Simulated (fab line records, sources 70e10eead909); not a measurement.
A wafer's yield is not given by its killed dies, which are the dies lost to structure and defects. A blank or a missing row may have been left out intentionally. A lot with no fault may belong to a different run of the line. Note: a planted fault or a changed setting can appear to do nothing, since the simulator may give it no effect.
Chamber matching | flow nandHarc | cmp-02 running NHARC_P_M2_CMP_23: 4 sister chambers
The step polishes, t overpolish 20 s, target thk 144.3 nm. 14 wafers are shown with their chamber, then 6 later ones without.

== WAFERS WITH THEIR CHAMBER ==
wafer  | chamber | motorCurrentA (A) | timeToEndpointS (s)
L535.4 | 0       | 11.1              | 28.2
L535.5 | 1       | 12.0              | 28.5
L535.6 | 2       | 13.0              | 27.3
L537.2 | 2       | 13.4              | 30.0
L537.4 | 0       | 11.3              | 32.9
L537.5 | 2       | 13.2              | 31.2
L538.1 | 2       | 12.9              | 35.3
L538.2 | 1       | 12.9              | 34.7
L538.3 | 0       | 11.7              | 33.1
L551.3 | 0       | 11.0              | 30.3
L551.6 | 3       | 12.0              | 28.9
L554.2 | 2       | 13.2              | 29.1
L554.5 | 0       | 11.7              | 29.8
L554.6 | 3       | 11.4              | 26.3

SIGNATURES, as means of the wafers listed above
reading         | chamber 0 | chamber 1 | chamber 2 | chamber 3 | scatter within a chamber
motorCurrentA   | 11.360    | 12.450    | 13.140    | 11.700    | 0.342
timeToEndpointS | 30.860    | 31.600    | 30.580    | 27.600    | 2.76
Rule: a wafer lies at a distance from a chamber equal to the root of the sum of squares, over the readings, of (its reading less the chamber's mean, divided by the reading's scatter). If the next closest chamber is less than 2 further off than the closest, the wafer can't be placed; otherwise it belongs to the closest. The scatter: take each reading less its chamber's mean, square it, sum over the shown wafers, divide by the number of wafers less the number of chambers, and take the root.

== WAFERS MISSING THEIR CHAMBER ==
wafer  | motorCurrentA (A) | timeToEndpointS (s)
L557.1 | 13.2              | 29.2
L557.2 | 12.2              | 29.1
L557.3 | 12.8              | 29.8
L558.2 | 12.7              | 29.1
L558.4 | 11.2              | 27.4
L558.6 | 11.7              | 29.2

== WHICH CHAMBER EACH WENT THROUGH ==
wafer  | from the rows above               | in truth
L557.1 | can't be placed: 2 or 1           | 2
L557.2 | can't be placed: 1 or 3 or 0 or 2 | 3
L557.3 | can't be placed: 2 or 1           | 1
L558.2 | can't be placed: 1 or 2 or 3      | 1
L558.4 | can't be placed: 0 or 3           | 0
L558.6 | can't be placed: 3 or 0 or 1      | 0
Placed correctly: 0 of 6. Can't be placed from these rows: 6 (the true chamber is among the candidates in 6). Placed wrongly: 0.
